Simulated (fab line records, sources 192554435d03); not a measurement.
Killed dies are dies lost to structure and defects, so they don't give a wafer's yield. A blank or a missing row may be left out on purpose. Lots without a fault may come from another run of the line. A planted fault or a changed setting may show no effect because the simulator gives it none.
fab line records | flow n5_finfet | part 2 of 2: steps 22 to 27 of 27
record lots=5 wafers=15 last_day=18
route steps=1938 shown HKMG_FIN@419
lots that met no fault: from a run of the same line without faults
start_h: hours from the record's first day to the start of the lot's first wafer shown | wait_h: hours since the lot's step before | " the same as in the row above | L1.1+2: a row that stands for several wafers | - no value, or no start given | * or withheld: withheld | < > ~ a bound
route shown NAME@n: a module of which the file shows steps, and the number in the route of the first | usual: mean/standard deviation of fault-free wafers | same: alike in all rows | chamber/n: place in a boat | sites: the reading at each site | _std_site: their standard deviation | _edge_site: outer sites' mean less inner sites' | radius_mm: how far each site lies from the wafer's centre | mask NAME#n: copy n | behind: the tool/chamber that last shaped the wafer | hold: why the lot was held/for how many hours/how that ended | device: the transistor (n, p or np) that didn't switch | end of line: the same wafers' tests at the end of the route | a step without rows: its recipe alone | killed: dies lost to structure and defects at the first sort, not the wafer's yield | map: a wafer's dies, x killed, . not, _ none there
set.NAME: the setting as run; set.NAME@STEP: as run at that earlier step | model.NAME: the simulator's own value behind a step, which no gauge read
lots at some steps of the route; a table a step, a row a wafer
services: from which hour (start_h, from the record's first day; less than 0 if before it) a tool's chamber was out of use, for how many hours, and why
## steps
# step N5_HKMG_FIN_WET_ETCH_18
# recipe chemistry=SC1 target=TiN mix=1:1:5 temp_c=* time_s=55 target_depth_nm=5.2 dry=ipa_marangoni rinse_time_s=30 rinse_temp_c=23
# usual bath_heat_duty_pct=7.0/0.81 temp_c=*
# columns lot.wafer tool chamber start_h wait_h bath_heat_duty_pct temp_c
L077.1 wet_bench-04 7 91.57 0.1 7.8 *
L077.4 " 5 " " 8.2 *
L077.5 " 6 " " 7.6 *
L079.3 wet_bench-05 0 105.57 0.1 7.6 *
L079.4 " 2 " " 6.8 *
L079.6 " 3 " " 6.8 *
L082.3 wet_bench-04 2 124.69 0.1 7.9 *
L082.5 " 6 " " 8.6 *
L082.6 " 7 " " 7.6 *
L085.1 wet_bench-01 5 139.97 0.1 7.6 *
L085.2 " 0 " " 7.1 *
L085.4 " 2 " " 7.6 *
L095.2 wet_bench-05 3 205.11 0.1 6.7 *
L095.4 " 1 " " 7.0 *
L095.5 " 7 " " 7.1 *
# step N5_HKMG_FIN_STRIP_19
# recipe chemistry=N2/H2 power_w=2500 temp_c=300 h2_frac=0.65 time_s=360 pressure_mtorr=withheld n2_flow_sccm=1750 h2_flow_sccm=3250
# usual drypump_motor_current_A=5.8/0.56 heater_power_w=505/61 n2_flow_sccm=1749/5.1 temp_c=300.03/0.19
# columns lot.wafer tool chamber start_h wait_h drypump_motor_current_A heater_power_w n2_flow_sccm rf_hours_counter_h temp_c
L077.1 plasma_asher-02 1 91.63 0.0 6.3 591 1745 35 299.92
L077.4 " 0 " " 5.7 560 1747 - 299.93
L077.5 " 1 " " 6.3 579 1745 - 299.96
L079.3 plasma_asher-01 0 105.76 0.1 6.2 463 1744 - 299.95
L079.4 " 1 " " 5.0 427 1740 - 300.00
L079.6 " 0 " " 6.2 472 1742 - 300.01
L082.3 plasma_asher-01 1 124.87 0.1 5.0 431 1754 - 300.24
L082.5 " 0 " " 6.2 471 1754 - 300.18
L082.6 " 1 " " 4.9 433 1752 - 299.94
L085.1 plasma_asher-02 0 140.03 0.0 5.7 541 1760 44 300.04
L085.2 " 1 " " 6.4 583 1755 44 299.81
L085.4 " 1 " " 6.4 598 1748 - 299.88
L095.2 plasma_asher-01 1 205.17 0.0 4.9 435 1750 120 299.62
L095.4 " 1 " " 4.9 438 1749 - 299.79
L095.5 " 1 " " 4.9 436 1751 - 299.59
# step N5_HKMG_FIN_ALD_91
# recipe material=TiN target_thk_a=10 temp_c=400 ald_precursor_family=TiCl4 ald_co_reactant=NH3 pulse_time_s=1 purge_time_s=3 co_reactant_purge_time_s=2 co_reactant_pulse_time_s=2 ald_cycles=47 pressure_torr=3
# usual heater_power_w=883/51 precursor_pulse_height_rel=0.997/0.019
# columns lot.wafer tool chamber start_h wait_h heater_power_w precursor_pulse_height_rel
L077.1 ald_metal-01 0 92.02 0.3 864 1.016
L077.4 " 1 " " 908 0.984
L077.5 " 0 " " 854 1.028
L079.3 ald_metal-01 0 106.02 0.1 859 1.001
L079.4 " 3 " " 818 0.977
L079.6 " 0 " " 854 0.988
L082.3 ald_metal-02 2 125.13 0.1 867 1.021
L082.5 " 3 " " 857 1.007
L082.6 " 2 " " 866 1.032
L085.1 ald_metal-02 2 140.42 0.3 895 0.981
L085.2 " 3 " " 842 1.036
L085.4 " 0 " " 906 0.997
L095.2 ald_metal-04 1 205.55 0.3 939 1.020
L095.4 " 3 " " 808 0.992
L095.5 " 1 " " 959 0.991
# step N5_HKMG_FIN_COAT_85
# recipe resist=SOC temp_c=250 time_s=60 spin_rpm=1500 resist_thk_nm=300
# columns lot.wafer tool chamber start_h wait_h
L077.1+4+5 litho_track-03 0 92.29 0.2
L079.3+4+6 litho_track-01 0 106.30 0.2
L082.3+5+6 litho_track-04 0 125.42 0.2
L085.1+2+4 litho_track-01 0 140.70 0.2
L095.2+4+5 litho_track-04 0 205.83 0.2
# step N5_HKMG_FIN_ETCH_86
# recipe chemistry=N2/H2 target=SOC target_depth_a=3932 stop_on=TiN ion_energy_ev=100 bias_w=61 pressure_mtorr=30 source_w=850 n2_flow_sccm=200 h2_flow_sccm=200
# usual drypump_motor_current_A=5.8/0.45 n2_flow_sccm=200.0/0.58 oes_product_au=0.80/0.096 rf_vpp_V=241.0/1.3 showerhead_plenum_p_Torr=2.57/0.088 throttle_valve_pct=17.74/0.22
# columns lot.wafer tool chamber start_h wait_h drypump_motor_current_A n2_flow_sccm oes_product_au rf_hours_counter_h rf_vpp_V showerhead_plenum_p_Torr throttle_valve_pct
L077.1 rie_diel-05 1 92.35 - 5.6 199.3 0.91 14 240.6 2.49 17.78
L077.4 " 1 " " 5.6 201.1 0.90 - 239.4 2.49 17.77
L077.5 " 3 " " 5.2 199.8 0.96 - 242.5 2.73 17.67
L079.3 rie_diel-05 2 106.36 - 6.5 199.3 0.71 216 241.1 2.65 18.24
L079.4 " 1 " " 5.7 199.5 0.89 20 240.8 2.49 17.77
L079.6 " 2 " " 6.6 199.7 0.70 - 241.5 2.65 18.23
L082.3 rie_diel-05 1 125.47 - 5.6 201.0 0.87 27 238.9 2.49 17.78
L082.5 " 1 " " 5.7 201.3 0.87 - 240.0 2.49 17.79
L082.6 " 2 " " 6.5 199.6 0.70 - 243.9 2.64 18.23
L085.1 rie_diel-02 3 140.83 - 5.7 199.0 0.95 3 242.2 2.60 17.43
L085.2 " 0 " " 5.8 200.6 0.73 176 238.7 2.42 17.74
L085.4 " 1 " " 5.3 200.7 0.88 40 240.9 2.60 17.69
L095.2 rie_diel-02 3 206.24 - 5.7 199.9 0.87 26 242.6 2.59 17.48
L095.4 " 0 " " 5.8 200.3 0.71 201 239.7 2.41 17.78
L095.5 " 3 " " 5.7 200.7 0.88 - 241.3 2.59 17.47
# step N5_HKMG_FIN_STRIP_89
# recipe chemistry=N2/H2 material=SOC time_s=20 power_w=500 temp_c=40 pressure_mtorr=50 rf_frequency_hz=6e+07 bias_power_w=8 h2_frac=0.5 n2_flow_sccm=300 h2_flow_sccm=300
# usual bias_power_w=8.000/0.027 drypump_motor_current_A=5.8/0.45 n2_flow_sccm=299.9/0.85 oes_product_au=0.81/0.098 rf_vpp_V=54.3/0.86 showerhead_plenum_p_Torr=3.39/0.11 temp_c=40.01/0.11 throttle_valve_pct=18.92/0.29
# columns lot.wafer tool chamber start_h wait_h bias_power_w drypump_motor_current_A n2_flow_sccm oes_product_au rf_hours_counter_h rf_vpp_V showerhead_plenum_p_Torr temp_c throttle_valve_pct
L077.1 rie_diel-05 1 92.41 0.0 8.010 5.7 299.4 0.92 14 53.9 3.30 40.00 19.07
L077.4 " 1 " " 8.009 5.6 300.2 0.91 - 53.5 3.30 39.97 19.06
L077.5 " 3 " " 8.013 5.2 299.1 0.95 - 53.6 3.59 40.19 18.76
L079.3 rie_diel-05 2 106.42 0.0 8.024 6.5 299.2 0.71 216 55.6 3.49 39.86 19.48
L079.4 " 1 " " 7.969 5.6 299.3 0.91 20 54.1 3.29 40.19 19.08
L079.6 " 2 " " 8.018 6.6 300.9 0.71 - 54.3 3.49 40.03 19.50
L082.3 rie_diel-05 1 125.53 0.0 8.002 5.7 299.4 0.90 27 53.9 3.29 40.05 19.08
L082.5 " 1 " " 8.000 5.7 299.3 0.89 - 54.3 3.29 39.90 19.08
L082.6 " 2 " " 8.002 6.6 299.1 0.70 - 55.2 3.49 40.06 19.49
L085.1 rie_diel-02 3 140.89 0.0 8.059 5.7 300.7 0.95 3 54.8 3.44 40.02 18.77
L085.2 " 0 " " 7.980 5.8 300.9 0.73 176 53.5 3.20 40.11 18.97
L085.4 " 1 " " 8.029 5.2 299.8 0.88 41 53.9 3.43 39.92 18.90
L095.2 rie_diel-02 3 206.30 0.0 7.971 5.7 299.8 0.88 26 54.1 3.42 39.98 18.83
L095.4 " 0 " " 8.019 5.8 299.7 0.71 201 53.6 3.19 39.96 19.02
L095.5 " 3 " " 7.985 5.7 300.9 0.87 - 54.4 3.42 39.92 18.82
## services
# columns tool chamber start_h hours kind
ald_metal-01 0 70.26 7.8 repair
rie_diel-05 0 81.23 - clean
rie_diel-05 0 81.23 - consumable_replace:focus_ring
rie_diel-02 - 93.56 0.3 repair
ald_metal-01 - 109.13 14.6 pm
arfi_scanner-01 - 114.65 6.0 pm
ald_metal-01 - 123.82 0.6 repair
arfi_scanner-01 - 131.12 0.8 pm
ald_metal-02 - 134.17 0.4 repair
arfi_scanner-03 - 134.96 1.3 pm
ald_metal-04 - 135.80 14.6 pm
arfi_scanner-03 - 146.59 3.9 pm
ald_metal-02 1 150.83 3.9 repair
ald_metal-04 - 153.92 8.7 pm
rie_diel-04 2 165.46 6.9 repair
plasma_asher-01 - 170.20 11.7 repair
ald_metal-01 3 172.43 7.9 repair
arfi_scanner-01 - 176.08 0.8 repair
ald_metal-04 - 180.21 2.8 pm
arfi_scanner-01 - 182.76 1.0 pm
arfi_scanner-01 - 186.42 1.3 pm
arfi_scanner-01 - 192.10 0.3 repair
arfi_scanner-01 - 198.54 4.9 pm
plasma_asher-02 - 203.15 3.0 repair
